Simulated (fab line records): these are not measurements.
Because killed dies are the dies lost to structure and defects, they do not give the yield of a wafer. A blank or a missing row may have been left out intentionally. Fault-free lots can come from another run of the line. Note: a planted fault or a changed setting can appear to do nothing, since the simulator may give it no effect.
A struck lot beside a sound one + flow nandHarc + 16 out of 1159 route steps
Sound: these wafers, L895.1, L895.4, L895.6. Struck: wafer L886.3 (left out: L886.6, a lot-mate that was not struck); the cause follows at the end.
For every step that has rows: the tool of each side, followed by ch and its chambers, followed by its first start. Under that, the readings that differ: sound wafers + struck wafers + difference of the means + sigmas: that difference in standard deviations of wafers without a fault.
alike: words and numbers the same on both sides, and readings whose means are apart by under 2 such deviations; not compared: readings that were withheld, readings missing a value for some wafer, numbers with overlapping values and no deviation given by the record, and bounds like >300 which may hide the same value.
The two part at a step that has a row with sigmas, a row that says differs or no value, or rows on one side only. Non-overlapping numbers with no deviation appear without sigmas and do not part them. A reading missing from all wafers of one side parts the sides only when that side holds two or more wafers.

NHARC_P_M0_OVL_MEAS_10: pitch 180 nm.
  sound: overlay-01 at day 11 13:40; struck: overlay-02 at day 9 03:16
  alike: overlayXNm, overlayYNm
NHARC_P_M0_INSPECT_11:
  sound: defectInspect-01 at day 11 13:42; struck: defectInspect-02 at day 9 03:19
  alike: rawDefectCount
then, 1 step without rows for these wafers: NHARC_P_M0_DESCUM_14 (chemistry O2, time 3 s).
NHARC_P_M0_ETCH_34: etches the open film in N2/H2, target depth 40 nm, overetch 12 nm, time 43.94 s.
  sound on rieDiel-01 ch 1,2,3, day 11 13:52; struck on rieDiel-08 ch 2, day 9 03:28
| reading                  | sound       | struck | difference | sigmas |
|--------------------------|-------------|--------|------------|--------|
| drypumpMotorCurrentA (A) | 5.9 5.2 6.3 | 4.8    | -1.0       | -2     |
  alike: mfcArSccm, oesProductAu, rfVppV, showerheadPlenumPTorr, throttleValvePct
  not compared: rfHoursCounterH
then, 1 step without rows for these wafers: NHARC_P_M0_ETCH_15 (etches the open film in C4F8/Ar, target depth 150 nm, overetch 15 nm, time 82.5 s).
NHARC_P_M0_CD_MEAS_16:
  sound: cdSem-03 at day 11 14:04; struck: cdSem-02 at day 9 03:40
| reading   | sound          | struck | difference | sigmas |
|-----------|----------------|--------|------------|--------|
| cdNm (nm) | 88.4 89.2 90.6 | 91.9   | +2.5       | +2     |
NHARC_P_M0_STRIP_18: strips in N2/H2.
  sound on rieDiel-08 ch 0,1,2, day 11 14:09; struck on rieDiel-08 ch 3, day 9 03:44
| reading                      | sound          | struck | difference | sigmas |
|------------------------------|----------------|--------|------------|--------|
| showerheadPlenumPTorr (Torr) | 2.06 2.13 2.11 | 1.92   | -0.18      | -2     |
  alike: drypumpMotorCurrentA, mfcArSccm, oesProductAu, rfVppV, throttleValvePct
  not compared: rfHoursCounterH
then, 1 step without rows for these wafers: NHARC_P_M0_STRIP_19 (strips in post etch residue remover, time 600 s).
NHARC_P_M0_DEGAS_28: time 60 s.
  sound: pvdSputter-03 at day 11 14:42; struck: pvdSputter-02 at day 9 04:19
  alike: heaterPowerW
NHARC_P_M0_PRE_CLEAN_29: time 30 s.
  sound on pvdSputter-03; struck on pvdSputter-02
  alike: heaterPowerW
then, 1 step without rows for these wafers: NHARC_P_M0_PVD_20 (deposits TaN, target thk 5 nm, time 8.06 s).
NHARC_P_M0_PVD_21: deposits Cu, target thk 30 nm, time 20.49 s.
  sound on pvdSputter-03; struck on pvdSputter-02
  alike: throttleValvePct
NHARC_P_M0_ECD_22: material Cu, target thk 400 nm.
  sound on ecdCu-01 ch 0,1, day 11 15:04; struck on ecdCu-02 ch 0,1, day 9 04:46
then, 1 step without rows for these wafers: NHARC_P_M0_ANNEAL_30 (time 90 s).
NHARC_P_M0_CMP_23: polishes, t overpolish 20 s, target thk 117.53 nm.
  sound on cmp-01 ch 0,1, day 11 15:47; struck on cmp-04 ch 2, day 9 05:25
| reading             | sound    | struck | difference | sigmas |
|---------------------|----------|--------|------------|--------|
| timeToEndpointS (s) | 37 27 27 | 10     | -20        | -6     |
  alike: motorCurrentA
NHARC_P_M0_THK_MEAS_24: measures by xrf.
  sound: filmMetro-02 at day 11 16:05; struck: filmMetro-01 at day 9 05:42
  alike: thkNm

## WHERE THEY PART
First at NHARC_P_M0_ETCH_34; last, within this record, at NHARC_P_M0_CMP_23. Later steps at which nothing parts them and some readings are alike: NHARC_P_M0_THK_MEAS_24.

WHY: whatever the simulator had introduced
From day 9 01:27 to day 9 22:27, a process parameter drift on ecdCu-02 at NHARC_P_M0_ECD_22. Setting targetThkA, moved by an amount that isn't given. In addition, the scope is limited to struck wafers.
